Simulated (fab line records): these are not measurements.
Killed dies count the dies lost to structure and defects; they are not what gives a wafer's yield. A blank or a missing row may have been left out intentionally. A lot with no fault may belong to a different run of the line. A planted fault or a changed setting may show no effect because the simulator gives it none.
The tool behind it: which one? | flow nand harc | 33 wafers from 11 lots sampled at 5 of the route's 1159 steps

== WHAT EACH GAUGE READ, for each wafer ==
NHARC_END_SORT_01. Usual: killed at array 26, standard deviation 11; killed at other 0.6, standard deviation 1; killed at periphery 3.1, standard deviation 2.1; killed dies 30, standard deviation 11; killed open 3.4, standard deviation 1.8; killed short 2.1, standard deviation 1.5.
lot  | measured     | on        | killed at array | killed at other | killed at periphery | killed dies | killed open | killed short | flag
L781 | day 21 16:07 | prober-01 | 80 126 117      | 1 0 0           | 0 3 3               | 81 129 120  | 2 2 4       | 2 1 2        | OFF
L784 | day 21 08:16 | prober-01 | 69 124 77       | 2 4 1           | 3 4 2               | 74 132 80   | 4 4 3       | 2 7 5        | OFF
L794 | day 23 22:02 | prober-01 | 55 45 45        | 0 3 0           | 3 1 6               | 58 49 51    | 4 4 0       | 1 0 0        |

== WHAT TOOL EACH LOT RAN ON (gives the tool, then ch and the chambers of the sampled wafers, and finally the start) ==
lot  | NHARC_A_WL_FILL_ALD_00           | NHARC_THIN_TSV_DEGAS_49      | NHARC_THIN_TSV_ETCH_36            | NHARC_THIN_TSV_STRIP_56
L775 | ald hk-03 ch 1,2,3, day 15 01:38 | pvd sputter-03, day 19 08:57 | rie metal-01 ch 0,1, day 19 12:42 | plasma asher-02 ch 0,1, day 19 12:52
L781 | ald hk-03 ch 0,1,2, day 16 01:19 | pvd sputter-03, day 20 20:37 | rie metal-01 ch 0,1, day 21 00:18 | plasma asher-02 ch 0,1, day 21 00:29
L784 | ald hk-03 ch 1,3, day 16 11:34   | pvd sputter-03, day 20 19:31 | rie metal-03 ch 0,1, day 20 23:13 | plasma asher-01 ch 0,1, day 20 23:24
L794 | ald hk-03 ch 0,1,2, day 19 05:31 | pvd sputter-03, day 23 05:47 | rie metal-03 ch 0,1, day 23 09:49 | plasma asher-01 ch 0,1, day 23 10:02
L789 | ald hk-02 ch 0,1,3, day 19 05:32 | pvd sputter-03, day 22 23:08 | rie metal-01 ch 0,1, day 23 02:42 | plasma asher-02 ch 0,1, day 23 02:51
L792 | ald hk-01 ch 0,1,2, day 19 05:35 | pvd sputter-01, day 22 21:35 | rie metal-02 ch 0,1, day 23 01:17 | plasma asher-01 ch 0,1, day 23 01:28
L793 | ald hk-02 ch 0,1,2, day 19 08:41 | pvd sputter-01, day 23 06:46 | rie metal-02 ch 0,1, day 23 10:31 | plasma asher-01 ch 0,1, day 23 10:50
L797 | ald hk-01 ch 0,1,3, day 20 04:34 | pvd sputter-02, day 23 22:07 | rie metal-03 ch 0,1, day 24 01:41 | plasma asher-01 ch 0,1, day 24 01:53
L796 | ald hk-03 ch 1,2, day 20 04:35   | pvd sputter-03, day 24 01:08 | rie metal-02 ch 0,1, day 24 04:50 | plasma asher-01 ch 0,1, day 24 05:01
L795 | ald hk-02 ch 0,2,3, day 20 04:38 | pvd sputter-02, day 23 23:11 | rie metal-03 ch 0,1, day 24 02:46 | plasma asher-02 ch 0,1, day 24 02:52
L798 | ald hk-01 ch 1,2, day 20 13:01   | pvd sputter-02, day 24 04:11 | rie metal-01 ch 0,1, day 24 07:48 | plasma asher-02 ch 0,1, day 24 07:58
- NHARC_A_WL_FILL_ALD_00: deposits Al2O3, target thk 3 nm, pulse time 3 s, ald cycles 30.
- NHARC_THIN_TSV_DEGAS_49: time 120 s.
- NHARC_THIN_TSV_ETCH_36: etches the open film in Cl2/BCl3, target depth 65 nm, time 18.571 s.
- NHARC_THIN_TSV_STRIP_56: strips in O2.

== WHAT THE TOOLS THEMSELVES READ (means of the sampled wafers that have a number; where no wafer has one, the mark that the record gives instead) ==
NHARC_A_WL_FILL_ALD_00. Usual: heater power outer w 276 W, standard deviation 39; heater power w 489 W, standard deviation 69; precursor pulse height rel 1.001, standard deviation 0.02.
lot  | tool      | heater power outer w (W) | heater power w (W) | precursor pulse height rel | flag
L775 | ald hk-03 | 270                      | 487                | 0.998                      |
L781 | ald hk-03 | 288                      | 494                | 1.009                      |
L784 | ald hk-03 | 284                      | 505                | 0.977                      |
L794 | ald hk-03 | 289                      | 493                | 0.986                      |
L789 | ald hk-02 | 264                      | 496                | 1.003                      |
L792 | ald hk-01 | 247                      | 451                | 0.989                      |
L793 | ald hk-02 | 261                      | 496                | 1.010                      |
L797 | ald hk-01 | 275                      | 488                | 1.003                      |
L796 | ald hk-03 | 278                      | 516                | 1.014                      |
L795 | ald hk-02 | 279                      | 523                | 0.996                      |
L798 | ald hk-01 | 269                      | 477                | 1.010                      |

NHARC_THIN_TSV_DEGAS_49. Usual: heater power w at 454 W, with a standard deviation of 39.
lot  | tool           | heater power w (W) | flag
L775 | pvd sputter-03 | 468                |
L781 | pvd sputter-03 | 466                |
L784 | pvd sputter-03 | 446                |
L794 | pvd sputter-03 | 446                |
L789 | pvd sputter-03 | 463                |
L792 | pvd sputter-01 | 426                |
L793 | pvd sputter-01 | 456                |
L797 | pvd sputter-02 | 466                |
L796 | pvd sputter-03 | 466                |
L795 | pvd sputter-02 | 466                |
L798 | pvd sputter-02 | 455                |

NHARC_THIN_TSV_ETCH_36. Usual: drypump motor current A 5.64 A, standard deviation 0.23; oes product au 0.999 a.u., standard deviation 0.0079.
lot  | tool         | drypump motor current A (A) | oes product au (a.u.) | flag
L775 | rie metal-01 | 5.50                        | 1.010                 |
L781 | rie metal-01 | 5.48                        | 1.003                 |
L784 | rie metal-03 | 5.84                        | 0.994                 |
L794 | rie metal-03 | 5.85                        | 0.998                 |
L789 | rie metal-01 | 5.50                        | 1.000                 |
L792 | rie metal-02 | 5.49                        | 0.995                 |
L793 | rie metal-02 | 5.46                        | 1.003                 |
L797 | rie metal-03 | 5.86                        | 1.000                 |
L796 | rie metal-02 | 5.44                        | 1.000                 |
L795 | rie metal-03 | 5.84                        | 0.988                 |
L798 | rie metal-01 | 5.47                        | 0.996                 |

NHARC_THIN_TSV_STRIP_56. Usual: drypump motor current A 6.23 A, standard deviation 0.092; heater power w 333 W, standard deviation 17.
lot  | tool            | drypump motor current A (A) | heater power w (W) | flag
L775 | plasma asher-02 | 6.24                        | 343                |
L781 | plasma asher-02 | 6.31                        | 346                |
L784 | plasma asher-01 | 6.14                        | 322                |
L794 | plasma asher-01 | 6.19                        | 315                |
L789 | plasma asher-02 | 6.26                        | 342                |
L792 | plasma asher-01 | 6.19                        | 315                |
L793 | plasma asher-01 | 6.18                        | 315                |
L797 | plasma asher-01 | 6.17                        | 320                |
L796 | plasma asher-01 | 6.17                        | 325                |
L795 | plasma asher-02 | 6.26                        | 349                |
L798 | plasma asher-02 | 6.33                        | 356                |

== THE ANSWER, worked out from the rows above alone ==
Rule: a lot is off if the mean of its wafers that have a number lies more than 3 standard deviations from the usual mean. Also off: a lot with no number at a reading for which 4 or more lots have one. The other lots that the step has rows for count as sound. First the gauges in route order, then the tools' own readings, where a lot's mean is used as printed above. The first step at which some lot is off is used, and at that step the reading that is off furthest; a lot without a number counts as furthest.
Off: L781, L784, at NHARC_END_SORT_01 (killed at array). Neither off nor sound, because the step has no rows for them: L775, L789, L792, L793, L797, L796, L795, L798.
If a tool, at a process step before that reading, ran all the lots that are off and no sound lot after the first of them, it fits. Those tools and the gauges at NHARC_END_SORT_01 are tried in the same way. None of those tried fits.

== WHAT HAD BEEN PUT IN BY THE SIMULATOR ==
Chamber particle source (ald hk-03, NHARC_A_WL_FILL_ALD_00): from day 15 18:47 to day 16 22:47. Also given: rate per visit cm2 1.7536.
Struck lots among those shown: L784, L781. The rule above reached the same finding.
